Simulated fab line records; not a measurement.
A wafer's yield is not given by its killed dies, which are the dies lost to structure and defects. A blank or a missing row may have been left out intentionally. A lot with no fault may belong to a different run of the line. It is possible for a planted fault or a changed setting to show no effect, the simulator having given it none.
A single fault, viewed from 2 desks	flow n5 finfet	each desk has only its own numbers; what lay behind them comes last

== METROLOGY DESK ==
What the gauges read, lot by lot, whatever tool the lot ran on: means of the sampled wafers that have a number. If a lot's mean is further than 4 standard deviations from the usual mean, the lot is out of limits and carries the mark OUT (the distance appears in the brackets). 7 of its 11 readings are shown, namely those furthest out on some lot.
Columns: A = DIBL_P at N5_BEOL_M4_RC_MEAS_101, usual 36.5 mV/V; B = IOFF_P at N5_BEOL_M4_RC_MEAS_101, usual 0.22 nA/um; C = ION_N at N5_BEOL_M4_RC_MEAS_101, usual 675 uA/um; D = ION_P at N5_BEOL_M4_RC_MEAS_101, usual 463 uA/um; E = SS_P at N5_BEOL_M4_RC_MEAS_101, usual 73.4 mV/dec; F = VT_N at N5_BEOL_M4_RC_MEAS_101, usual 249 mV; G = VT_P at N5_BEOL_M4_RC_MEAS_101, usual -250 mV
lot	first seen here	A	B	C	D	E	F	G
L155	day 6 01:49	37.5	0.25	678	466	73.4	246	-247
L156	day 6 08:22	35.0	0.19	666	454	73.3	252	-251
L157	day 6 10:05	32.7	0.15	654	450	72.2	255	-256
L158	day 6 21:39	38.7	0.27	691	475	74.4	246	-247
L159	day 7 03:46	35.3	0.19	659	455	73.6	251	-252
L166	day 8 16:35	34.2	0.18	669	460	72.7	252	-252
L169	day 9 09:57	35.0	0.21	672	466	73.2	253	-248
L175	day 11 01:17	37.9	0.25	688	469	73.9	245	-248
L176	day 11 02:18	34.3	0.19	659	461	72.3	253	-250
This desk's finding: nothing out of limits on any of the 9 lots.

== TOOL OWNER'S DESK, rie si-04 ==
The tool's own readings at N5_BEOL_M0_SAQP_MANDREL_ETCH_20 (etches a-Si in HBr/Cl2, stops on SiNx, target depth 60 nm, bt time 10 s, time 30 s): means of the sampled wafers that have a number, for each lot that ran on this tool. If a lot's mean is further than 4 standard deviations from the usual mean, the lot is out of limits and carries the mark OUT (the distance appears in the brackets).
Columns: A = bias w at N5_BEOL_M0_SAQP_MANDREL_ETCH_20, usual 75.00 W; B = drypump motor current A at N5_BEOL_M0_SAQP_MANDREL_ETCH_20, usual 5.6 A; C = oes product au at N5_BEOL_M0_SAQP_MANDREL_ETCH_20, usual 0.776 a.u.; D = rf fwd power W at N5_BEOL_M0_SAQP_MANDREL_ETCH_20, usual 795.8 W; E = throttle valve pct at N5_BEOL_M0_SAQP_MANDREL_ETCH_20, usual 35.5 %
lot	first seen here	A	B	C	D	E
L157	day 6 10:56	75.08	5.5	0.767	797.1	35.4
L159	day 7 04:37	75.12	5.1	0.770	797.0	35.3
L166	day 8 17:25	74.98	5.4	0.774	862.5 (+27) OUT	35.4
This desk's finding: out of limits on L166; first on L166, day 8 17:25 (rf fwd power W at N5_BEOL_M0_SAQP_MANDREL_ETCH_20). Within limits: L157, L159.

== BROUGHT TOGETHER ==
The tool owner's desk could have raised an alarm at day 8 17:25, on L166.
At the metrology desk, nothing out of limits was observed.
The metrology desk has L166 on record, within its limits.
The lots listed all ran N5_BEOL_M0_SAQP_MANDREL_ETCH_20 on rie si-04.

== WHAT HAD BEEN PUT IN BY THE SIMULATOR ==
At N5_BEOL_M0_SAQP_MANDREL_ETCH_20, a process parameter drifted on rie si-04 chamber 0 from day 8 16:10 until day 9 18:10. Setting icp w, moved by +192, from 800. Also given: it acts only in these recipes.
Lots struck among those shown: L166.
Each desk's first reading out of limits, in hours after the fault started: the tool owner's desk, 1.
